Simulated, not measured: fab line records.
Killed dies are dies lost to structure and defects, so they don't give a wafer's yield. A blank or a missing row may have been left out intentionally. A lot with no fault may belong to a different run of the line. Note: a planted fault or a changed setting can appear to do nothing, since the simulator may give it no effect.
The tool behind it: which one?    flow n5-finfet    12 lots, 36 wafers sampled, at 2 steps of a route of 1938

WHAT THE GAUGES SHOWED, per wafer
N5_BEOL_M8_THK_MEAS_53: measures by xrf.
lot   measured      on             M8_THK (nm)
L076  day 10 01:08  film-metro-01  78.5 75.3 78.4
L077  day 10 11:54  film-metro-02  82.4 84.3 79.9
L079  day 10 23:47  film-metro-02  80.7 80.5 80.8
L081  day 11 15:48  film-metro-01  81.7 83.4 80.6
L082  day 12 02:46  film-metro-01  77.6 76.7 77.9
L088  day 13 00:56  film-metro-02  80.2 79.2 77.0
L086  day 13 03:29  film-metro-01  78.1 80.1 78.4
L091  day 13 08:38  film-metro-02  78.3 79.5 80.7
L089  day 13 14:41  film-metro-02  80.6 83.3 77.2
L094  day 14 13:17  film-metro-02  79.9 82.6 81.0
L095  day 14 21:51  film-metro-01  79.3 77.6 75.4
L097  day 15 12:46  film-metro-01  80.2 82.7 78.9

WHICH TOOL RAN EACH LOT (tool, then ch and the chambers of the sampled wafers, then the start)
lot   N5_BEOL_M8_CMP_52
L076  cmp-02 ch 0,1,3, day 10 00:53
L077  cmp-02 ch 0,1,2, day 10 11:36
L079  cmp-03 ch 0,2,3, day 10 23:30
L081  cmp-03 ch 1,3, day 11 15:32
L082  cmp-03 ch 0,2, day 12 02:28
L088  cmp-03 ch 0,3, day 13 00:39
L086  cmp-02 ch 0,1,3, day 13 03:18
L091  cmp-02 ch 0,1,2, day 13 08:25
L089  cmp-03 ch 1,2,3, day 13 14:23
L094  cmp-01 ch 1,2,3, day 14 12:59
L095  cmp-03 ch 0,2, day 14 21:34
L097  cmp-03 ch 0,2, day 15 12:31
- N5_BEOL_M8_CMP_52: polishes, stops on SiCOH lowk, t overpolish 6.9 s, target thk 80 nm.

THE ANSWER, worked out from the rows above alone
Rule: usual is defined by the lots themselves. Put in order of their means at a reading, lots are off if they are a third of the lots or fewer, leave a main group of 4 or more, and stand apart from it by a gap of 3 or more times the standard deviation of the main group's means; of several such gaps the widest counts. The tables above print the reading to a certain number of digits; a main group whose means all agree to those digits is not used. A lot without any number at a reading at which 4 lots or more have one is off too. Where the step has rows for the other lots, those lots are counted as sound.
No lot is off on any of the readings shown, so nothing can be concluded from this.

WHAT HAD BEEN PUT IN BY THE SIMULATOR
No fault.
